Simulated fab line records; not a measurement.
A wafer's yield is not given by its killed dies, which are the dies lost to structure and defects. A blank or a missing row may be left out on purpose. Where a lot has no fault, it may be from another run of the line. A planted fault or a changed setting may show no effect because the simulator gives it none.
Matching of chambers    flow nand-harc    4 sister chambers for NHARC_A_STAIRCASE_CMP_450 on cmp-04
The step polishes SiO2, target thk 200 nm. 8 wafers are shown with their chamber, then 9 later ones without.

WAFERS WITH THEIR CHAMBER
wafer   chamber  motor-current-A (A)
L082.2  2        11.3
L082.4  1        12.6
L085.1  2        11.9
L085.2  3        12.0
L085.6  0        14.1
L086.1  3        11.9
L086.2  1        12.6
L086.5  0        14.6

WAFERS WITHOUT THEIR CHAMBER
wafer   motor-current-A (A)
L088.2  12.5
L088.3  11.5
L088.5  12.7
L093.1  11.3
L093.2  13.6
L093.3  12.3
L097.1  13.5
L097.2  12.6
L097.6  11.9

EACH ONE'S CHAMBER
wafer    from the rows above            in truth
L088.2   can't be placed: 1 or 3        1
L088.3   can't be placed: 2 or 3        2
L088.5   1                              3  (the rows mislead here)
L093.1   can't be placed: 2 or 3        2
L093.2   can't be placed: 0 or 1        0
L093.3   can't be placed: 1 or 3 or 2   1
L097.1   can't be placed: 0 or 1        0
L097.2   1                              1
L097.6   can't be placed: 3 or 2        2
Correctly placed: 1 of 9. Cannot be placed on the basis of these rows: 7; the candidates contain the true chamber in 7. Wrongly placed: 1.
How it was worked out, from the rows above alone: a wafer's distance from a chamber is the root of the sum, over the readings, of the square of ((its reading less the chamber's mean) divided by the reading's scatter). The wafer belongs to the nearest chamber; if the next one is less than 2 further off, it can't be placed. The mean given for a chamber averages the wafers shown for that chamber. The scatter: take each reading less its chamber's mean, square it, sum over the shown wafers, divide by the number of wafers less the number of chambers, and take the root.
